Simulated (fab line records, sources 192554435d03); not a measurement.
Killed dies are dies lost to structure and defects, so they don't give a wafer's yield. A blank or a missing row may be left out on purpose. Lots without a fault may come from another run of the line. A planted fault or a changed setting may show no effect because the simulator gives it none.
Chamber matching | flow n5_finfet | N5_BEOL_M1_ALD_98 on ald_sin-01: 4 sister chambers
The step deposits SiO2, target thk 2.5 nm, pulse time 1 s, co reactant pulse time 1 s. 18 wafers are shown with their chamber, then 9 later ones without.

WAFERS WITH THEIR CHAMBER
wafer  | chamber | heater_power_w (W) | precursor_pulse_height_rel
L080.1 | 3       | 69                 | 0.984
L080.2 | 2       | 80                 | 1.019
L080.5 | 2       | 80                 | 0.992
L081.2 | 1       | 73                 | 0.997
L081.3 | 0       | 78                 | 1.020
L081.4 | 2       | 82                 | 1.015
L083.2 | 0       | 76                 | 0.975
L083.3 | 1       | 74                 | 1.015
L083.6 | 0       | 77                 | 0.986
L084.2 | 0       | 76                 | 1.006
L084.3 | 2       | 80                 | 1.009
L084.6 | 1       | 73                 | 0.967
L085.1 | 3       | 70                 | 1.011
L085.4 | 1       | 73                 | 1.014
L085.5 | 1       | 73                 | 0.983
L088.1 | 0       | 77                 | 1.018
L088.4 | 2       | 80                 | 0.987
L088.6 | 0       | 77                 | 1.015

SIGNATURES (means of the wafers above)
reading                    | chamber 0 | chamber 1 | chamber 2 | chamber 3 | scatter within a chamber
heater_power_w             | 76.83     | 73.20     | 80.40     | 69.50     | 0.724
precursor_pulse_height_rel | 1.00333   | 0.99520   | 1.00440   | 0.99750   | 0.0181
Rule: a wafer's distance from a chamber is the root of the sum, over the readings, of the square of ((its reading less the chamber's mean) divided by the reading's scatter). The wafer belongs to the nearest chamber; if the next one is less than 2 further off, it can't be placed. The scatter: the root of (the sum of the squares of (reading less its chamber's mean) over the shown wafers, divided by (wafers less chambers)).

WAFERS WITHOUT THEIR CHAMBER
wafer  | heater_power_w (W) | precursor_pulse_height_rel
L091.1 | 76                 | 1.023
L091.3 | 74                 | 1.021
L091.6 | 78                 | 1.010
L092.3 | 69                 | 1.004
L092.5 | 74                 | 1.004
L092.6 | 80                 | 1.015
L094.1 | 77                 | 1.041
L094.5 | 68                 | 1.001
L094.6 | 78                 | 1.015

WHICH CHAMBER EACH WENT THROUGH
wafer  | from the rows above     | in truth
L091.1 | 0                       | 0
L091.3 | 1                       | 1
L091.6 | can't be placed: 0 or 2 | 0
L092.3 | 3                       | 3
L092.5 | 1                       | 1
L092.6 | 2                       | 2
L094.1 | 0                       | 0
L094.5 | 3                       | 3
L094.6 | can't be placed: 0 or 2 | 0
Placed correctly: 7 of 9. Can't be placed from these rows: 2 (the true chamber is among the candidates in 2). Placed wrongly: 0.
